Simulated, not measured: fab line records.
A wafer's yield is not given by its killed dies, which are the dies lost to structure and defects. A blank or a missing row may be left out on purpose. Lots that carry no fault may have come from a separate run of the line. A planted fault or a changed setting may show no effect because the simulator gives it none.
Matching of chambers -- flow nand-harc -- 4 sister chambers for NHARC_A_STAIRCASE_ALD_415 on ald-hk-02
The step deposits SiO2, target thk 30 nm, pulse time 6 s, ald cycles 300. 14 wafers are shown with their chamber, then 7 later ones without.

## EACH WAFER AND ITS CHAMBER
wafer,chamber,heater-power-w (W),precursor-pulse-height-rel
L079.2,0,547,1.029
L079.4,2,490,0.992
L079.5,3,426,0.988
L081.2,2,491,0.997
L081.5,1,522,0.979
L081.6,2,502,0.995
L082.1,1,503,1.005
L082.2,2,503,0.988
L082.4,3,413,0.985
L087.1,3,417,0.966
L087.5,1,506,1.025
L087.6,0,542,0.974
L089.2,3,407,0.997
L089.4,0,552,1.003

SIGNATURES (averages over the wafers above)
reading,chamber 0,chamber 1,chamber 2,chamber 3,scatter within a chamber
heater-power-w,547.00,510.33,496.50,415.75,7.71
precursor-pulse-height-rel,1.00200,1.00300,0.99300,0.98400,0.0177
Rule: distance of a wafer from a chamber = root of the sum over the readings of ((wafer's reading minus chamber's mean) / reading's scatter) squared. The wafer belongs to the nearest chamber; if the next one is less than 2 further off, it can't be placed. The scatter is the square root of a quotient: the sum, over the shown wafers, of each reading's squared deviation from its chamber's mean, divided by wafers minus chambers.

## WAFERS WITHOUT THEIR CHAMBER
wafer,heater-power-w (W),precursor-pulse-height-rel
L089.6,549,0.995
L090.1,499,0.997
L090.4,494,0.997
L090.5,490,1.008
L091.1,555,0.976
L091.2,405,1.040
L091.3,482,0.989

## WHICH CHAMBER EACH WENT THROUGH
wafer,from the rows above,in truth
L089.6,0,0
L090.1,can't be placed: 2 or 1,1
L090.4,can't be placed: 2 or 1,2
L090.5,can't be placed: 2 or 1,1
L091.1,0,0
L091.2,3,3
L091.3,can't be placed: 2 or 1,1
3 of 7 placed correctly. Cannot be placed on the basis of these rows: 4; the candidates contain the true chamber in 4. Wrongly placed: 0.
